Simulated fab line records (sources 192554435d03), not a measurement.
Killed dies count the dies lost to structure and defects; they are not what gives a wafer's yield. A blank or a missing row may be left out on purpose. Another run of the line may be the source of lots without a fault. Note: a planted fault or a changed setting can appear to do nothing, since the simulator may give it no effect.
Chamber matching + flow n5_finfet + 3 sister chambers for N5_BEOL_M9_PECVD_70 on pecvd-04
The step deposits SiO2 from TEOS/O2, target thk 20 nm, time 22.7 s. 6 wafers are shown with their chamber, then 12 later ones without.

== WAFERS WITH THEIR CHAMBER ==
| wafer  | chamber | throttle_valve_pct (%) | showerhead_plenum_p_Torr (Torr) |
|--------|---------|------------------------|---------------------------------|
| L079.2 | 0       | 23.8                   | 8.81                            |
| L079.4 | 0       | 23.8                   | 8.82                            |
| L085.5 | 2       | 20.8                   | 8.79                            |
| L088.1 | 1       | 23.7                   | 8.75                            |
| L088.4 | 1       | 23.8                   | 8.79                            |
| L088.5 | 2       | 20.8                   | 8.81                            |

== WAFERS WITHOUT THEIR CHAMBER ==
| wafer  | throttle_valve_pct (%) | showerhead_plenum_p_Torr (Torr) |
|--------|------------------------|---------------------------------|
| L090.3 | 20.8                   | 8.80                            |
| L090.4 | 24.1                   | 8.81                            |
| L090.6 | 24.0                   | 8.76                            |
| L091.1 | 24.0                   | 8.73                            |
| L091.2 | 21.2                   | 8.77                            |
| L091.6 | 24.3                   | 8.84                            |
| L092.1 | 23.9                   | 8.78                            |
| L092.2 | 20.9                   | 8.79                            |
| L092.3 | 24.1                   | 8.83                            |
| L094.1 | 20.9                   | 8.79                            |
| L094.4 | 24.0                   | 8.81                            |
| L094.6 | 23.7                   | 8.75                            |

== THE CHAMBER EACH PASSED THROUGH ==
| wafer  | from the rows above     | in truth |
|--------|-------------------------|----------|
| L090.3 | 2                       | 2        |
| L090.4 | can't be placed: 0 or 1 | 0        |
| L090.6 | can't be placed: 0 or 1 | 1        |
| L091.1 | can't be placed: 1 or 0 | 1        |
| L091.2 | 2                       | 2        |
| L091.6 | can't be placed: 0 or 1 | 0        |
| L092.1 | can't be placed: 0 or 1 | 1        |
| L092.2 | 2                       | 2        |
| L092.3 | can't be placed: 0 or 1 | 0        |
| L094.1 | 2                       | 2        |
| L094.4 | can't be placed: 0 or 1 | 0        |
| L094.6 | 1                       | 1        |
Correctly placed: 5 of 12. From these rows, 7 cannot be placed; in 7 the true chamber is one of the candidates. 0 placed wrongly.
How it was worked out, from the rows above alone: a wafer's distance from a chamber is the root of the sum, over the readings, of the square of ((its reading less the chamber's mean) divided by the reading's scatter). The wafer belongs to the nearest chamber; if the next one is less than 2 further off, it can't be placed. The mean given for a chamber averages the wafers shown for that chamber. The scatter is the square root of a quotient: the sum, over the shown wafers, of each reading's squared deviation from its chamber's mean, divided by wafers minus chambers.
